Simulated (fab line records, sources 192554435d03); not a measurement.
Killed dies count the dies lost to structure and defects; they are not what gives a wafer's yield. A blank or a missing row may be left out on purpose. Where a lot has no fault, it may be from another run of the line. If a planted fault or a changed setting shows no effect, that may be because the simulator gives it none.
Matching of chambers || flow n5_finfet || N5_BEOL_M4_PRE_CLEAN_60 on cvd_co-01: 3 sister chambers
The step time 15 s. 27 wafers are shown with their chamber, then 12 later ones without.

## WAFERS, EACH WITH ITS CHAMBER
{"wafer": "L074.1", "chamber": 0, "heater_power_w (W)": 99, "rf_fwd_power_W (W)": 296.1}
{"wafer": "L074.4", "chamber": 1, "heater_power_w (W)": 103, "rf_fwd_power_W (W)": 296.5}
{"wafer": "L074.5", "chamber": 0, "heater_power_w (W)": 101, "rf_fwd_power_W (W)": 295.6}
{"wafer": "L076.2", "chamber": 1, "heater_power_w (W)": 105, "rf_fwd_power_W (W)": 296.8}
{"wafer": "L076.3", "chamber": 2, "heater_power_w (W)": 45, "rf_fwd_power_W (W)": 297.0}
{"wafer": "L076.4", "chamber": 1, "heater_power_w (W)": 103, "rf_fwd_power_W (W)": 295.6}
{"wafer": "L078.1", "chamber": 2, "heater_power_w (W)": 44, "rf_fwd_power_W (W)": 299.0}
{"wafer": "L078.4", "chamber": 0, "heater_power_w (W)": 102, "rf_fwd_power_W (W)": 295.9}
{"wafer": "L078.6", "chamber": 2, "heater_power_w (W)": 41, "rf_fwd_power_W (W)": 297.8}
{"wafer": "L079.1", "chamber": 0, "heater_power_w (W)": 101, "rf_fwd_power_W (W)": 294.0}
{"wafer": "L079.3", "chamber": 1, "heater_power_w (W)": 106, "rf_fwd_power_W (W)": 296.5}
{"wafer": "L079.6", "chamber": 0, "heater_power_w (W)": 101, "rf_fwd_power_W (W)": 293.9}
{"wafer": "L081.2", "chamber": 2, "heater_power_w (W)": 44, "rf_fwd_power_W (W)": 296.9}
{"wafer": "L081.3", "chamber": 0, "heater_power_w (W)": 103, "rf_fwd_power_W (W)": 294.1}
{"wafer": "L081.5", "chamber": 2, "heater_power_w (W)": 45, "rf_fwd_power_W (W)": 295.8}
{"wafer": "L084.2", "chamber": 2, "heater_power_w (W)": 44, "rf_fwd_power_W (W)": 299.2}
{"wafer": "L084.3", "chamber": 1, "heater_power_w (W)": 105, "rf_fwd_power_W (W)": 297.3}
{"wafer": "L084.6", "chamber": 1, "heater_power_w (W)": 107, "rf_fwd_power_W (W)": 296.8}
{"wafer": "L087.1", "chamber": 1, "heater_power_w (W)": 105, "rf_fwd_power_W (W)": 294.9}
{"wafer": "L087.5", "chamber": 1, "heater_power_w (W)": 105, "rf_fwd_power_W (W)": 295.4}
{"wafer": "L087.6", "chamber": 0, "heater_power_w (W)": 102, "rf_fwd_power_W (W)": 295.3}
{"wafer": "L090.2", "chamber": 0, "heater_power_w (W)": 103, "rf_fwd_power_W (W)": 294.1}
{"wafer": "L090.3", "chamber": 2, "heater_power_w (W)": 44, "rf_fwd_power_W (W)": 297.5}
{"wafer": "L090.5", "chamber": 2, "heater_power_w (W)": 45, "rf_fwd_power_W (W)": 298.3}
{"wafer": "L091.2", "chamber": 0, "heater_power_w (W)": 104, "rf_fwd_power_W (W)": 294.5}
{"wafer": "L091.3", "chamber": 2, "heater_power_w (W)": 44, "rf_fwd_power_W (W)": 297.0}
{"wafer": "L091.6", "chamber": 2, "heater_power_w (W)": 45, "rf_fwd_power_W (W)": 298.0}

SIGNATURES (averages over the wafers above)
{"reading": "heater_power_w", "chamber 0": 101.78, "chamber 1": 104.88, "chamber 2": 44.10, "scatter within a chamber": 1.34}
{"reading": "rf_fwd_power_W", "chamber 0": 294.833, "chamber 1": 296.225, "chamber 2": 297.650, "scatter within a chamber": 0.93}
Rule: a wafer lies at a distance from a chamber equal to the root of the sum of squares, over the readings, of (its reading less the chamber's mean, divided by the reading's scatter). If the next closest chamber is less than 2 further off than the closest, the wafer can't be placed; otherwise it belongs to the closest. The scatter is the square root of a quotient: the sum, over the shown wafers, of each reading's squared deviation from its chamber's mean, divided by wafers minus chambers.

## WAFERS WITHOUT THEIR CHAMBER
{"wafer": "L093.3", "heater_power_w (W)": 44, "rf_fwd_power_W (W)": 296.5}
{"wafer": "L093.4", "heater_power_w (W)": 102, "rf_fwd_power_W (W)": 294.1}
{"wafer": "L093.6", "heater_power_w (W)": 103, "rf_fwd_power_W (W)": 296.9}
{"wafer": "L095.2", "heater_power_w (W)": 104, "rf_fwd_power_W (W)": 295.7}
{"wafer": "L095.3", "heater_power_w (W)": 105, "rf_fwd_power_W (W)": 296.0}
{"wafer": "L095.4", "heater_power_w (W)": 102, "rf_fwd_power_W (W)": 295.3}
{"wafer": "L096.2", "heater_power_w (W)": 46, "rf_fwd_power_W (W)": 297.3}
{"wafer": "L096.4", "heater_power_w (W)": 104, "rf_fwd_power_W (W)": 296.1}
{"wafer": "L096.6", "heater_power_w (W)": 45, "rf_fwd_power_W (W)": 296.3}
{"wafer": "L097.3", "heater_power_w (W)": 103, "rf_fwd_power_W (W)": 295.2}
{"wafer": "L097.5", "heater_power_w (W)": 104, "rf_fwd_power_W (W)": 296.6}
{"wafer": "L097.6", "heater_power_w (W)": 45, "rf_fwd_power_W (W)": 298.1}

## WHICH CHAMBER EACH WENT THROUGH
{"wafer": "L093.3", "from the rows above": 2, "in truth": 2}
{"wafer": "L093.4", "from the rows above": 0, "in truth": 0}
{"wafer": "L093.6", "from the rows above": "can't be placed: 1 or 0", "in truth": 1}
{"wafer": "L095.2", "from the rows above": "can't be placed: 1 or 0", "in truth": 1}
{"wafer": "L095.3", "from the rows above": 1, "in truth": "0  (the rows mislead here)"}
{"wafer": "L095.4", "from the rows above": "can't be placed: 0 or 1", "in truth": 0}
{"wafer": "L096.2", "from the rows above": 2, "in truth": 2}
{"wafer": "L096.4", "from the rows above": "can't be placed: 1 or 0", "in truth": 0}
{"wafer": "L096.6", "from the rows above": 2, "in truth": 2}
{"wafer": "L097.3", "from the rows above": "can't be placed: 0 or 1", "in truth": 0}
{"wafer": "L097.5", "from the rows above": "can't be placed: 1 or 0", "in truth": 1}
{"wafer": "L097.6", "from the rows above": 2, "in truth": 2}
Correct placement for 5 of the 12. Unplaceable from these rows: 6, with the true chamber sitting among the candidates in 6. 1 placed wrongly.
